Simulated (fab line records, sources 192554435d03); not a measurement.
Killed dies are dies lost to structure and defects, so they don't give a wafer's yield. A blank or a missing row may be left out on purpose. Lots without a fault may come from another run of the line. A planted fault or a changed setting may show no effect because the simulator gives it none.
A struck lot beside a sound one | flow n5_finfet | 15 steps out of a route of 1938
Sound: wafers L157.2, L157.4, L157.5. Struck: wafer L171.2. (L171.5 of the same lot was not struck and is left out.) The cause comes at the end.
At each step with rows: each side's tool, then ch and its chambers, then its first start. Under that, the readings that differ: sound wafers | struck wafers | difference of the means | sigmas: that difference in standard deviations of wafers without a fault.
alike: readings whose means differ by less than 2 such deviations, and words and numbers that are the same on both sides. not compared: withheld readings, readings that some wafer has no value for, bounds like >300 that may hide the same value, and numbers for which the record gives no deviation and whose values overlap.
The two part at a step that has a row with sigmas, a row that says differs or no value, or rows on one side only. Numbers that don't overlap but have no deviation are shown without sigmas and don't part them. A reading that every wafer of one side lacks parts them only if that side has two wafers or more.

N5_MOL_CONTACT_COAG_DESCUM_88: chemistry O2, time 7 s.
  sound on rie_diel-02 ch 0,3, day 5 06:39; struck on rie_diel-04 ch 1, day 8 16:47
  alike: drypump_motor_current_A, oes_product_au, rf_vpp_V, showerhead_plenum_p_Torr, throttle_valve_pct
  not compared: rf_hours_counter_h
then, 1 step without rows for these wafers: N5_MOL_CONTACT_COAG_ETCH_89 (etches underlayer in N2/H2, target depth 13 nm, time 10.4 s).
N5_MOL_CONTACT_COAG_ETCH_90: etches SiARC in CF4, target depth 13 nm, time 21.7 s.
  sound on rie_diel-02 ch 0,3, day 5 06:42; struck on rie_diel-04 ch 1, day 8 16:50
  alike: drypump_motor_current_A, etch_rf_on_time_s, oes_product_au, rf_vpp_V, showerhead_plenum_p_Torr, throttle_valve_pct
  not compared: rf_hours_counter_h
N5_MOL_CONTACT_COAG_ALD_131: deposits SiO2, target thk 5 nm, pulse time 1 s, co reactant pulse time 1 s.
  sound on ald_sin-02 ch 0,1, day 5 06:47; struck on ald_sin-02 ch 0, day 8 16:55
  reading                    | sound             | struck | difference | sigmas
  precursor_pulse_height_rel | 1.000 0.971 0.978 | 1.045  | +0.062     | +3
  alike: chamber_pressure_Torr, heater_power_w
N5_MOL_CONTACT_COAG_ETCHBACK_132: etches SiO2 in CHF3, target depth 10 nm, time 6.7 s.
  sound on rie_diel-02 ch 0,3, day 5 06:58; struck on rie_diel-02 ch 2, day 8 17:06
  alike: drypump_motor_current_A, oes_product_au, rf_vpp_V, showerhead_plenum_p_Torr, throttle_valve_pct
  not compared: rf_hours_counter_h
then, 6 steps without rows for these wafers: N5_MOL_CONTACT_COAG_ETCH_91 (etches SOC in N2/H2, target depth 60 nm, overetch 21 nm, time 101.2 s); N5_MOL_CONTACT_COAG_STRIP_92 (strips in N2/H2); N5_MOL_CONTACT_COAG_STRIP_93 (strips in N2/H2); N5_MOL_CONTACT_COAG_ETCHBACK_135 (etches SiO2 in CHF3, target depth 25 nm, time 16.7 s); N5_MOL_CONTACT_COAG_STRIP_118 (strips in CHF3); N5_MOL_CONTACT_COAG_VIA_ETCH_46 (etches SiO2 in C4F6/O2, target depth 46 nm, overetch 9.2 nm, time 40 s).
N5_MOL_CONTACT_COAG_STRIP_96: strips in N2/H2.
  sound on rie_diel-02 ch 0,3, day 5 07:11; struck on rie_diel-02 ch 2, day 8 17:20
  alike: drypump_motor_current_A, oes_product_au, rf_vpp_V, showerhead_plenum_p_Torr, throttle_valve_pct
  not compared: rf_hours_counter_h
N5_MOL_CONTACT_COAG_ETCH_47: etches SiNx in CH3F/O2, stops on W, target depth 27 nm.
  sound on rie_diel-02 ch 0,3, day 5 07:13; struck on rie_diel-02 ch 2, day 8 17:22
  reading                    | sound             | struck  | difference | sigmas
  etch_rf_on_time_s (s)      | 30.5 31.7 30.8    | 34.8    | +3.8       | +8
  over_etch_frac             | 0.2 0.2 0.2       | 0.32644 | +0.12644   |
  model.etch.over_etch_s (s) | 5.093 5.277 5.138 | 8.559   | +3.390     |
  alike: drypump_motor_current_A, oes_product_au, rf_vpp_V, showerhead_plenum_p_Torr, throttle_valve_pct
  not compared: rf_hours_counter_h
then, 2 steps without rows for these wafers: N5_MOL_CONTACT_COAG_STRIP_119 (strips in N2/H2, time 30 s); N5_PASSIVATION_PROBE_49.

WHERE THEY PART
First at N5_MOL_CONTACT_COAG_ALD_131; last, within this record, at N5_MOL_CONTACT_COAG_ETCH_47.

WHY: what the simulator had put in
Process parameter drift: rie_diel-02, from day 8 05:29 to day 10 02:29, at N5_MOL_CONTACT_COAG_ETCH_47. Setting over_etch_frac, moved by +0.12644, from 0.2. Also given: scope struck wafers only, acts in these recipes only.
